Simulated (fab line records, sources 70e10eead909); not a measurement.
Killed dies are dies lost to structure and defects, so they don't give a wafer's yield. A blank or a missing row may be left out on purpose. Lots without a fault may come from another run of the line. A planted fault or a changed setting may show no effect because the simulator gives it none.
fab line records | flow nand_harc
record lots=13 wafers=39 last_day=34
route steps=1302 shown A_CHANNEL_HOLE_D1@476 A_CHANNEL_FILL_D1@492 END@1302
lots that met no fault: from a run of the same line without faults
start_h: hours from the record's first day to the start of the lot's first wafer shown | wait_h: hours since the lot's step before | " the same as in the row above | L1.1+2: a row that stands for several wafers | - no value, or no start given | * or withheld: withheld | < > ~ a bound
route shown NAME@n: a module of which the file shows steps, and the number in the route of the first | usual: mean/standard deviation of fault-free wafers | same: alike in all rows | chamber/n: place in a boat | sites: the reading at each site | _std_site: their standard deviation | _edge_site: outer sites' mean less inner sites' | radius_mm: how far each site lies from the wafer's centre | mask NAME#n: copy n | behind: the tool/chamber that last shaped the wafer | hold: why the lot was held/for how many hours/how that ended | device: the transistor (n, p or np) that didn't switch | end of line: the same wafers' tests at the end of the route | a step without rows: its recipe alone | killed: dies lost to structure and defects at the first sort, not the wafer's yield | map: a wafer's dies, x killed, . not, _ none there
set.NAME: the setting as run; set.NAME@STEP: as run at that earlier step | model.NAME: the simulator's own value behind a step, which no gauge read
steps of the route over a sample of lots; a table a step, a row a wafer
services: from which hour (start_h, from the record's first day; less than 0 if before it) a tool's chamber was out of use, for how many hours, and why
## steps
# step NHARC_A_CHANNEL_HOLE_D1_ETCH_24
# recipe bias_v=5000 source_w=withheld pressure_mtorr=20 time_s=906.2 ar_flow_sccm=375 c4f8_flow_sccm=93.8 o2_flow_sccm=31.2 temp_c=-20 target_depth_a=15000 chemistry=C4F8/O2/Ar
# usual drypump_motor_current_A=5.3/0.44 showerhead_plenum_p_Torr=3.62/0.11 throttle_valve_pct=32.235/0.0097
# columns lot.wafer tool chamber start_h wait_h drypump_motor_current_A rf_hours_counter_h showerhead_plenum_p_Torr throttle_valve_pct
L321.1 har_etch-02 1 196.01 0.6 5.4 300 3.54 32.243
L321.2 " 0 " " 4.9 300 3.62 32.237
L321.5 " 0 " " 4.8 - 3.62 32.223
L323.1 har_etch-02 0 211.78 0.6 4.8 308 3.62 32.240
L323.2 " 1 " " 5.4 308 3.53 32.240
L323.3 " 0 " " 4.8 - 3.62 32.227
L322.2 har_etch-02 1 215.94 0.6 5.4 311 3.53 32.230
L322.3 " 0 " " 4.8 - 3.62 32.237
L322.5 " 1 " " 5.4 - 3.53 32.235
L325.3 har_etch-01 0 236.20 0.6 6.0 - 3.60 32.231
L325.6 " 1 " " 5.1 - 3.72 32.241
L325.5 " 0 " " 6.0 - 3.60 32.238
L324.2 har_etch-02 0 236.29 0.6 4.8 327 3.61 32.243
L324.4 " 0 " " 4.8 - 3.61 32.232
L324.6 " 0 " " 4.8 - 3.61 32.222
L330.3 har_etch-02 1 280.87 0.6 5.4 - 3.51 32.233
L330.6 " 1 " " 5.4 - 3.51 32.231
L330.5 " 0 " " 4.8 - 3.59 32.247
L331.1 har_etch-02 1 298.50 0.6 5.4 361 3.51 32.231
L331.6 " 0 " " 4.8 - 3.59 32.230
L331.5 " 1 " " 5.4 - 3.51 32.255
L332.1 har_etch-01 0 299.26 0.6 6.1 151 3.58 32.215
L332.6 " 1 " " 5.1 - 3.70 32.215
L332.5 " 0 " " 6.1 - 3.58 32.241
L335.3 har_etch-02 0 332.07 0.6 4.8 - 3.58 32.228
L335.6 " 1 " " 5.4 - 3.49 32.221
L335.5 " 0 " " 4.9 - 3.58 32.220
L337.3 har_etch-01 0 354.37 0.6 6.0 - 3.57 32.247
L337.5 " 1 " " 5.1 - 3.68 32.242
L337.6 " 0 " " 6.0 - 3.56 32.261
L338.3 har_etch-02 0 357.86 0.6 4.8 - 3.57 32.235
L338.5 " 0 " " 4.9 - 3.57 32.228
L338.6 " 1 " " 5.4 - 3.49 32.249
L339.1 har_etch-01 0 372.82 0.6 6.1 190 3.56 32.210
L339.3 " 0 " " 6.1 - 3.56 32.226
L339.6 " 1 " " 5.1 - 3.67 32.244
L343.2 har_etch-02 0 420.25 0.6 4.8 17 3.92 32.247
L343.4 " 0 " " 4.8 - 3.92 32.232
L343.6 " 1 " " 5.4 - 3.92 32.236
# step NHARC_A_CHANNEL_FILL_D1_ALD_02
# recipe target_thk_a=60 pulse_time_s=10 ald_cycles=60 temp_c=300 material=SiO2
# usual ald_cycles=60/0 heater_power_w=452/42 precursor_pulse_height_rel=0.997/0.019
# columns lot.wafer tool chamber start_h wait_h ald_cycles heater_power_w precursor_pulse_height_rel
L321.1 ald_hk-03 0 199.90 - 60 476 0.967
L321.2 " 1 " " 60 395 0.987
L321.5 " 3 " " 60 443 1.017
L323.1 ald_hk-01 2 215.63 - 60 436 0.989
L323.3 " 3 " " 60 378 1.024
L323.2 " 0 " " 60 401 0.997
L322.2 ald_hk-01 0 219.81 - 60 405 1.013
L322.3 " 2 " " 60 447 0.970
L322.5 " 0 " " 60 404 0.967
L325.3 ald_hk-03 0 239.81 - 60 488 0.986
L325.5 " 1 " " 60 393 1.014
L325.6 " 2 " " 60 479 1.006
L324.4 ald_hk-04 2 240.10 - 60 438 1.011
L324.2 " 3 " " 60 553 1.004
L324.6 " 2 " " 60 458 0.997
L330.3 ald_hk-03 3 284.53 - 60 446 1.014
L330.6 " 1 " " 60 404 0.969
L330.5 " 2 " " 60 505 0.963
L331.1 ald_hk-03 3 302.15 - 60 436 1.019
L331.5 " 3 " " 60 448 1.000
L331.6 " 0 " " 60 496 0.981
L332.1 ald_hk-03 3 303.04 - 60 451 0.991
L332.6 " 1 " " 60 407 1.020
L332.5 " 2 " " 60 493 1.014
L335.3 ald_hk-04 1 335.60 - 60 494 1.012
L335.5 " 3 " " 60 509 0.993
L335.6 " 0 " " 60 432 1.011
L337.3 ald_hk-03 1 358.05 - 60 408 0.982
L337.5 " 2 " " 60 501 1.007
L337.6 " 3 " " 60 451 1.000
L338.3 ald_hk-03 3 361.66 - 60 440 1.013
L338.6 " 3 " " 60 451 1.004
L338.5 " 0 " " 60 490 0.973
L339.1 ald_hk-01 1 376.51 0.1 60 470 0.997
L339.3 " 0 " " 60 386 0.994
L339.6 " 1 " " 60 482 0.977
L343.4 ald_hk-01 0 423.95 - 60 395 0.991
L343.2 " 1 " " 60 468 0.958
L343.6 " 1 " " 60 471 0.984
# step NHARC_A_CHANNEL_FILL_D1_ALD_15
# recipe target_thk_a=20 pulse_time_s=60 ald_cycles=19 temp_c=630 pressure_torr=2 material=SiNx
# usual ald_cycles=19/0 precursor_pulse_height_rel=0.998/0.019
# columns lot.wafer tool chamber start_h wait_h ald_cycles precursor_pulse_height_rel
L321.1 ald_sin_batch-02 0 212.44 - 19 1.025
L321.2 " 0 " " 19 0.982
L321.5 " 0 " " 19 1.021
L323.1 ald_sin_batch-01 0 225.69 - 19 0.993
L323.2 " 0 " " 19 0.989
L323.3 " 0 " " 19 0.952
L322.2 ald_sin_batch-02 0 229.93 - 19 0.975
L322.3 " 0 " " 19 1.025
L322.5 " 0 " " 19 0.990
L324.2 ald_sin_batch-02 0 249.71 - 19 0.997
L324.4 " 0 " " 19 1.006
L324.6 " 0 " " 19 0.976
L325.3 ald_sin_batch-02 0 249.71 - 19 0.981
L325.5 " 0 " " 19 0.984
L325.6 " 0 " " 19 1.000
L330.3 ald_sin_batch-03 0 294.52 - 19 0.983
L330.5 " 0 " " 19 0.987
L330.6 " 0 " " 19 0.972
L331.1 ald_sin_batch-02 0 312.27 - 21 0.972
L331.5 " 0 " " 21 0.981
L331.6 " 0 " " 21 0.964
L332.1 ald_sin_batch-02 0 312.27 - 21 0.990
L332.5 " 0 " " 21 1.014
L332.6 " 0 " " 21 1.019
L335.3 ald_sin_batch-01 0 345.61 - 19 1.017
L335.5 " 0 " " 19 0.993
L335.6 " 0 " " 19 0.977
L337.3 ald_sin_batch-03 0 367.35 - 19 0.999
L337.5 " 0 " " 19 0.982
L337.6 " 0 " " 19 0.996
L338.3 ald_sin_batch-01 0 371.83 - 19 0.981
L338.5 " 0 " " 19 0.984
L338.6 " 0 " " 19 0.984
L339.1 ald_sin_batch-01 0 386.69 - 19 1.013
L339.3 " 0 " " 19 1.001
L339.6 " 0 " " 19 1.009
L343.2 ald_sin_batch-03 0 434.10 - 19 1.010
L343.4 " 0 " " 19 0.995
L343.6 " 0 " " 19 0.970
# step NHARC_A_CHANNEL_FILL_D1_ALD_16
# recipe target_thk_a=15 pulse_time_s=10 ald_cycles=15 temp_c=300 material=SiO2
# usual ald_cycles=15/0 heater_power_w=449/43 precursor_pulse_height_rel=1.001/0.022
# columns lot.wafer tool chamber start_h wait_h ald_cycles heater_power_w precursor_pulse_height_rel
L321.1 ald_hk-01 1 214.52 0.1 15 474 1.031
L321.2 " 2 " " 15 430 1.024
L321.5 " 0 " " 15 406 0.992
L323.2 ald_hk-01 0 227.76 0.1 15 405 1.017
L323.3 " 1 " " 15 468 1.042
L323.1 " 3 " " 15 384 1.002
L322.3 ald_hk-01 2 232.03 0.1 15 427 0.968
L322.2 " 0 " " 15 409 0.973
L322.5 " 1 " " 15 479 1.005
L325.3 ald_hk-04 0 251.76 0.1 15 424 1.001
L325.5 " 3 " " 15 534 0.995
L325.6 " 0 " " 15 442 1.014
L324.4 ald_hk-03 0 251.78 0.1 15 494 0.997
L324.2 " 2 " " 15 490 1.018
L324.6 " 0 " " 15 494 0.983
L330.3 ald_hk-04 0 296.61 0.1 15 438 0.997
L330.6 " 3 " " 15 506 1.027
L330.5 " 0 " " 15 441 1.006
L331.1 ald_hk-03 3 314.41 0.1 15 455 1.012
L331.6 " 0 " " 15 488 0.998
L331.5 " 1 " " 15 413 1.035
L332.1 ald_hk-01 3 314.42 0.1 15 385 0.963
L332.5 " 0 " " 15 392 1.022
L332.6 " 1 " " 15 467 0.974
L335.3 ald_hk-04 1 347.67 0.0 15 509 0.990
L335.6 " 1 " " 15 490 0.995
L335.5 " 2 " " 15 400 0.973
L337.3 ald_hk-04 2 369.46 0.1 15 416 0.990
L337.5 " 1 " " 15 498 0.962
L337.6 " 2 " " 15 418 1.017
L338.3 ald_hk-04 1 373.92 0.0 15 490 1.007
L338.6 " 1 " " 15 501 1.032
L338.5 " 2 " " 15 417 0.999
L339.1 ald_hk-01 1 388.76 0.0 15 466 1.010
L339.3 " 0 " " 15 400 0.982
L339.6 " 1 " " 15 473 1.041
L343.2 ald_hk-01 0 436.21 0.1 15 400 1.018
L343.4 " 1 " " 15 474 0.967
L343.6 " 3 " " 15 402 0.985
# step NHARC_END_SORT_01
# recipe temp_c=25
# usual killed_at_array=54/17 killed_at_other=0.7/1 killed_at_periphery=3.7/2.9 killed_dies=58/16 killed_open=3.2/1.9 killed_short=2.2/1.5
# same gross_dies=677
# columns lot.wafer tool chamber start_h wait_h killed_at_array killed_at_other killed_at_periphery killed_dies killed_open killed_short
L331.1 prober-01 0 671.21 2.5 51 0 3 54 7 1
L331.5 prober-01 0 674.40 3.7 45 0 5 50 0 2
L331.6 prober-01 0 675.20 4.0 43 0 6 49 1 3
L332.5 prober-02 0 674.43 3.7 26 5 4 35 2 1
L332.6 prober-02 0 675.24 4.0 18 3 5 26 4 3
# killed by level:class
L331.1 A_CHANNEL_HOLE_D1:chamber_film_flake=36 A_CONTACT:chamber_film_flake=3 A_WL_FILL:geometric_particle:open=2 P_GATE:chamber_film_flake=2 A_STAIRCASE:chamber_film_flake=2 P_M2:geometric_particle:open=1 A_CHANNEL_FILL_D2:geometric_particle:open=1 A_SGD_CUT:geometric_particle:open=1
L331.5 A_CHANNEL_HOLE_D1:chamber_film_flake=37 P_GATE:chamber_film_flake=5 A_CONTACT:chamber_film_flake=2 A_CHANNEL_FILL_D1:geometric_particle:short=1 A_CHANNEL_FILL_D2:geometric_particle:short=1 A_ZERO_WELL:chamber_film_flake=1 A_STAIRCASE:chamber_film_flake=1 A_WL_FILL:chamber_film_flake=1
L332.5 A_CHANNEL_HOLE_D1:chamber_film_flake=6 THIN_TSV:chamber_film_flake=5 A_CHANNEL_FILL_D2:chamber_film_flake=4 A_WL_FILL:chamber_film_flake=4 A_M1:chamber_film_flake=3 P_GATE:chamber_film_flake=2 A_STAIRCASE:chamber_film_flake=2 A_SLIT:chamber_film_flake=2
L331.6 A_CHANNEL_HOLE_D1:chamber_film_flake=31 P_GATE:chamber_film_flake=5 A_STAIRCASE:chamber_film_flake=3 A_CHANNEL_FILL_D2:chamber_film_flake=2 A_SLIT:chamber_film_flake=2 P_M0:geometric_particle:open=1 A_CHANNEL_FILL_D1:geometric_particle:short=1 A_CHANNEL_FILL_D2:geometric_particle:short=1
L332.6 A_SLIT:chamber_film_flake=4 A_M1:chamber_film_flake=4 THIN_TSV:chamber_film_flake=3 A_CHANNEL_HOLE_D1:chamber_film_flake=2 A_WL_FILL:chamber_film_flake=2 P_CONTACT:geometric_particle:short=1 P_M0:geometric_particle:open=1 P_M2:geometric_particle:short=1
## services
# columns tool chamber start_h hours kind
har_etch-01 - 182.69 17.0 repair
ald_hk-04 - 182.86 2.4 repair
ald_hk-03 - 216.46 10.0 pm
ald_hk-03 0 216.46 10.0 vent_cycle
ald_hk-03 1 216.46 10.0 vent_cycle
ald_hk-03 2 216.46 10.0 vent_cycle
ald_hk-03 3 216.46 10.0 vent_cycle
ald_hk-04 - 221.51 0.9 repair
ald_hk-03 0 226.46 - clean
har_etch-01 - 246.46 1.0 repair
ald_hk-01 - 247.90 1.9 repair
ald_hk-04 - 254.66 10.0 pm
ald_sin_batch-02 - 269.05 26.0 pm
ald_hk-01 - 297.17 10.0 pm
ald_hk-01 0 297.17 10.0 vent_cycle
ald_hk-01 1 297.17 10.0 vent_cycle
ald_hk-01 2 297.17 10.0 vent_cycle
ald_hk-01 3 297.17 10.0 vent_cycle
ald_hk-01 0 307.17 - clean
ald_hk-01 1 307.17 - clean
ald_hk-01 2 307.17 - clean
ald_hk-01 3 307.17 - clean
har_etch-02 - 380.61 17.0 pm
ald_hk-03 - 427.00 0.8 repair
## key
first_sign step=NHARC_A_CHANNEL_FILL_D1_ALD_15 reading=ald_cycles direction=up sigmas=99+ usual=19 struck=21
effect none on later readings
met_at NHARC_A_CHANNEL_FILL_D1_ALD_15
struck_lots L331,L332
tester_left_out L331,L332
not_acting_at NHARC_A_CHANNEL_HOLE_D1_ETCH_24,NHARC_A_CHANNEL_FILL_D1_ALD_02,NHARC_A_CHANNEL_FILL_D1_ALD_16
onset_between 249.71 312.27
fault kind=process_parameter_drift tool=ald_sin_batch-02 chamber=- onset_h=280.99 steps=NHARC_A_CHANNEL_FILL_D1_ALD_15 channel=ald_cycles offset=2 shape=step end_h=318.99 acts_in=these_recipes_only stated=19
# tester_left_out: of these lots the tester's yield and bins aren't shown, on N5 and GAA mostly nor the transistor test; their killed dies are dies lost to structure and defects alone, not to doping, threshold or leakage, so they don't give the yield
